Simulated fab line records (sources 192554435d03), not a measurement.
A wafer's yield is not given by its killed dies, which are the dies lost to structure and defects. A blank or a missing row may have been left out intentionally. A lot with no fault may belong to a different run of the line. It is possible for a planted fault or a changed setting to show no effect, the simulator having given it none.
Shared-tool check + flow n5Finfet + Sample size 8 lots and 24 wafers

REASON FOR OPENING
At N5_BEOL_M9_THK_MEAS_53 the reading M9_THK is flagged on 2 of 8 lots. Wafers without a fault read 139 nm, standard deviation 3.4.
Rule: a lot gets a flag if all its wafers with a number sit over 4 standard deviations from that mean, or if no wafer of it has a number. The other lots count as sound.

| lot  | measured     | on           | M9_THK (nm), wafer by wafer | flag    |
|------|--------------|--------------|-----------------------------|---------|
| L454 | day 12 16:37 | filmMetro-02 | 140 138 145                 |         |
| L455 | day 13 10:17 | filmMetro-02 | 139 139 140                 |         |
| L462 | day 15 18:43 | filmMetro-02 | 313 310 315                 | FLAGGED |
| L463 | day 15 19:16 | filmMetro-01 | 311 315 312                 | FLAGGED |
| L465 | day 15 20:39 | filmMetro-02 | 137 138 136                 |         |
| L466 | day 16 12:18 | filmMetro-01 | 137 146 137                 |         |
| L470 | day 17 15:16 | filmMetro-02 | 140 140 145                 |         |
| L469 | day 17 16:51 | filmMetro-02 | 137 138 138                 |         |
The numbers of the flagged lots are 313 nm on average: +174 nm against the usual, or +51 standard deviations.

WHICH TOOL RAN EACH LOT
Before the reading, the record contains 4 process steps out of a 1938-step route. Cell contents, in order: the tool; ch with the chambers the sampled wafers went through; the start.
| lot  | flag    | N5_BEOL_M9_ETCH_41                           | N5_BEOL_M9_CURE_72           | N5_BEOL_M9_SPUTTER_48       | N5_BEOL_M9_CMP_52             |
|------|---------|----------------------------------------------|------------------------------|-----------------------------|-------------------------------|
| L454 |         | rieDiel-01 ch 1,3, day 12 14:25 or earlier   | uvCure-02 ch 2, day 12 14:25 | pvdSputter-03, day 12 15:26 | cmp-04 ch 0,1,2, day 12 16:19 |
| L455 |         | rieDiel-04 ch 1,2, day 13 07:48 or earlier   | uvCure-03 ch 1, day 13 07:48 | pvdSputter-01, day 13 09:16 | cmp-03 ch 0,2,3, day 13 10:04 |
| L462 | FLAGGED | rieDiel-01 ch 0,2, day 15 15:47 or earlier   | uvCure-03 ch 2, day 15 15:47 | pvdSputter-02, day 15 17:54 | cmp-04 ch 0,1, day 15 18:25   |
| L463 | FLAGGED | rieDiel-04 ch 0,1,2, day 15 16:47 or earlier | uvCure-03 ch 2, day 15 16:47 | pvdSputter-02, day 15 18:13 | cmp-01 ch 0,2,3, day 15 19:00 |
| L465 |         | rieDiel-04 ch 0,1,2, day 15 18:11 or earlier | uvCure-03 ch 1, day 15 18:11 | pvdSputter-02, day 15 19:45 | cmp-01 ch 0,1, day 15 20:21   |
| L466 |         | rieDiel-04 ch 0,1,3, day 16 09:53 or earlier | uvCure-02 ch 2, day 16 09:53 | pvdSputter-01, day 16 11:22 | cmp-01 ch 0,2, day 16 12:01   |
| L470 |         | rieDiel-04 ch 0,2,3, day 17 11:44 or earlier | uvCure-02 ch 0, day 17 11:44 | pvdSputter-03, day 17 14:27 | cmp-01 ch 1,2,3, day 17 14:59 |
| L469 |         | rieDiel-04 ch 0,1,2, day 17 14:46 or earlier | uvCure-03 ch 1, day 17 14:46 | pvdSputter-03, day 17 15:38 | cmp-04 ch 1,2,3, day 17 16:34 |
These steps, and what they do:
- N5_BEOL_M9_ETCH_41: etches SiCN in CH3F/O2, target depth 36.6 nm, time 70.1 s.
- N5_BEOL_M9_CURE_72: cures SiCOH lowk, time 120 s.
- N5_BEOL_M9_SPUTTER_48: material Cu, target thk 12 nm, time 2 s.
- N5_BEOL_M9_CMP_52: polishes, stops on SiCOH lowk, t overpolish 7 s, target thk 140 nm.
- N5_BEOL_M9_THK_MEAS_53: measures by xrf.

FLAGGED AGAINST TOTAL, ONE TOOL AT A TIME (gauges that did the reading follow at the end)
| step                   | tool          | lots run | flagged | share of the flagged lots | sound lots run after its first flagged lot |
|------------------------|---------------|----------|---------|---------------------------|--------------------------------------------|
| N5_BEOL_M9_ETCH_41     | rieDiel-01    | 2        | 1       | some                      | 0                                          |
| N5_BEOL_M9_ETCH_41     | rieDiel-04    | 6        | 1       | some                      | 4 (L465,L466,L470,L469)                    |
| N5_BEOL_M9_CURE_72     | uvCure-02     | 3        | 0       | none                      | -                                          |
| N5_BEOL_M9_CURE_72     | uvCure-03     | 5        | 2       | all                       | 2 (L465,L469)                              |
| N5_BEOL_M9_SPUTTER_48  | pvdSputter-01 | 2        | 0       | none                      | -                                          |
| N5_BEOL_M9_SPUTTER_48  | pvdSputter-02 | 3        | 2       | all                       | 1 (L465)                                   |
| N5_BEOL_M9_SPUTTER_48  | pvdSputter-03 | 3        | 0       | none                      | -                                          |
| N5_BEOL_M9_CMP_52      | cmp-01        | 4        | 1       | some                      | 3 (L465,L466,L470)                         |
| N5_BEOL_M9_CMP_52      | cmp-03        | 1        | 0       | none                      | -                                          |
| N5_BEOL_M9_CMP_52      | cmp-04        | 3        | 1       | some                      | 1 (L469)                                   |
| N5_BEOL_M9_THK_MEAS_53 | filmMetro-01  | 2        | 1       | some                      | 1 (L466)                                   |
| N5_BEOL_M9_THK_MEAS_53 | filmMetro-02  | 6        | 1       | some                      | 3 (L465,L470,L469)                         |
N5_BEOL_M9_ETCH_41 gives no start for some lots, so the hours and the order of its lots are those of N5_BEOL_M9_CURE_72.

WHAT IS ALLOWED BY THE TABLE
Every flagged lot went through 2 rows of the table: uvCure-03 at N5_BEOL_M9_CURE_72 and pvdSputter-02 at N5_BEOL_M9_SPUTTER_48.
- uvCure-03 at N5_BEOL_M9_CURE_72 ran 5 lots, 2 of them flagged. Sound lots followed the first flagged one (L465, L469) on it, something a lasting fault affecting the whole tool could not allow.
- pvdSputter-02 at N5_BEOL_M9_SPUTTER_48 ran 3 lots, 2 of them flagged. Sound lots followed the first flagged one (L465) on it, something a lasting fault affecting the whole tool could not allow.
None of the table's rows ran every flagged lot and, after the first, no sound lot.

WHAT THE SIMULATOR HAD INSERTED
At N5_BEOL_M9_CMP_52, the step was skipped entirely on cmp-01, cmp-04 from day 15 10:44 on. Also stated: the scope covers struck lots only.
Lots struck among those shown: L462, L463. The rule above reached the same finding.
